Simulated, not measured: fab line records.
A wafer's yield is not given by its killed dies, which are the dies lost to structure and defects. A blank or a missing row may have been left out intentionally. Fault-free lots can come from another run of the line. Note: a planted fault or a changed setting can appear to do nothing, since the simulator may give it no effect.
Code-filled problem report in 8D (eight disciplines) form ; flow n5Finfet ; the parts of the form that need people (team, actions taken, sign-off) are left out

## 1. THE PROBLEM
IOFF_P at N5_BEOL_M4_RC_MEAS_101 reads a mean of 1.10 nA/um on 2 wafers of 2 lots; wafers without a fault read 0.22 nA/um with a standard deviation of 0.04. That is +22 standard deviations from the usual mean.
The first sign was on wafer L976.3 at day 11 02:36, on prober-01. Wafers with a number at this step in the record: 31, from 11 lots. Rule for "out", or "out of limits": more than 4 standard deviations from the usual mean. The rest of the wafers with a number are treated as sound.

## 2. WHAT THIS IS AND IS NOT
question;is;is not
which readings at this step;IOFF_P, DIBL_P, IOFF_P_85C, IOFF_P_LIN, ION_P, REXT_P, VT_P, VT_P_LVT;DIBL_N, IOFF_N, ION_N, SS_N, VT_N
which lots;L976, L978;L965, L966, L967, L968, L969, L970, L984, L987, L988
which wafers of those lots;L976.3, L978.5;L976.6, L978.1, L978.2
read on which gauges;prober-01;prober-02
when;from day 11 02:36;"up to then (19 sound wafers); but 10 sound wafers of L978, L984, L987, L988 came after"

## 3. SUSPECTS, AND WHAT RULES EACH OUT
Counting: if a tool at a process step up to the reading ran every lot that is out, it stays a suspect. Sound lots after the first of them don't rule it out here, since some wafers of a struck lot are sound.
- the gauge at N5_BEOL_M4_RC_MEAS_101: kept. All the wafers that are out were read on prober-01, and no step on other tools shows them out.
- epiRpcvd-02 at N5_SD_EPI_P_VAPOR_ETCH_44 (etches SiGe30 in NF3/Ar, time 3.3 s): kept. It ran every lot that is out, first L976 (day 6 04:26); its last sound lot up to then is L969 (day 4 09:29).
- pvdSputter-01 at N5_BEOL_M4_ANNEAL_95 (time 240 s): kept. It ran every lot that is out, first L976 (day 11 01:03); its last sound lot up to then is L968 (day 8 16:53).
Still standing after the count: epiRpcvd-02 at N5_SD_EPI_P_VAPOR_ETCH_44, pvdSputter-01 at N5_BEOL_M4_ANNEAL_95, prober-01 at N5_BEOL_M4_RC_MEAS_101.

## 4. THE CAUSE (what the simulator had put in)
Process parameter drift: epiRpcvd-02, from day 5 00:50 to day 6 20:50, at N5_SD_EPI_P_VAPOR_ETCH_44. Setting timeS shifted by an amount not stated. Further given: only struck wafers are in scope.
After counting, 3 suspects remain, this tool included.

## 5. SEQUENCE OF EFFECTS, ordered by route
Each row: a reading whose mean over the struck wafers that have a number lies more than 3 standard deviations from the usual. Only readings whose record carries a usual standard deviation are examined. hours: median over the lots of the time between each lot's start at the first step of this table that gives one and its start at this step. sigmas: the change, counted in usual standard deviations.
hours;step;reading;usual;on struck wafers;change;sigmas
0;N5_BEOL_M4_RC_MEAS_101;DIBL_P;37.3 mV/V;52.2;+15.0;+6.5
0;N5_BEOL_M4_RC_MEAS_101;IOFF_P;0.22 nA/um;1.10;+0.88;+22
0;N5_BEOL_M4_RC_MEAS_101;IOFF_P_85C;3.8 nA/um;14.2;+10.4;+18
0;N5_BEOL_M4_RC_MEAS_101;IOFF_P_LIN;0.103 nA/um;0.367;+0.265;+18
0;N5_BEOL_M4_RC_MEAS_101;ION_P;463 uA/um;531;+68;+8.5
0;N5_BEOL_M4_RC_MEAS_101;REXT_P;100.2 ohm.um;81.6;-18.6;-6.9
0;N5_BEOL_M4_RC_MEAS_101;SS_P;73.4 mV/dec;76.2;+2.8;+3.7
0;N5_BEOL_M4_RC_MEAS_101;VT_P;-250 mV;-222;+28;+8.2
0;N5_BEOL_M4_RC_MEAS_101;VT_P_LVT;-98.2 mV;-70.5;+27.7;+10
120;N5_PASSIVATION_PROBE_49;sort_bin_4_leakage;0.00 %;91.65;+91.65;+99 or more
120;N5_PASSIVATION_PROBE_49;sortNPass;1076;5;-1071;-67
The process steps in it:
- N5_PASSIVATION_PROBE_49
At these later measuring or inspecting steps, every struck wafer for which the step has a row has a number for every such reading, and none has moved that far: N5_BEOL_M5_THK_MEAS_01.

## 6. WHAT WOULD HAVE CAUGHT IT SOONER
In this record the first reading out of limits at a measuring or inspecting step was taken at day 11 02:36, 146 hours after the fault began at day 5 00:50.
Each of the lots that are out, 2 in all, had begun N5_SD_EPI_P_VAPOR_ETCH_44 on epiRpcvd-02 no later than day 11 02:36. Had the tool been put on hold then, not one of them would have been saved.
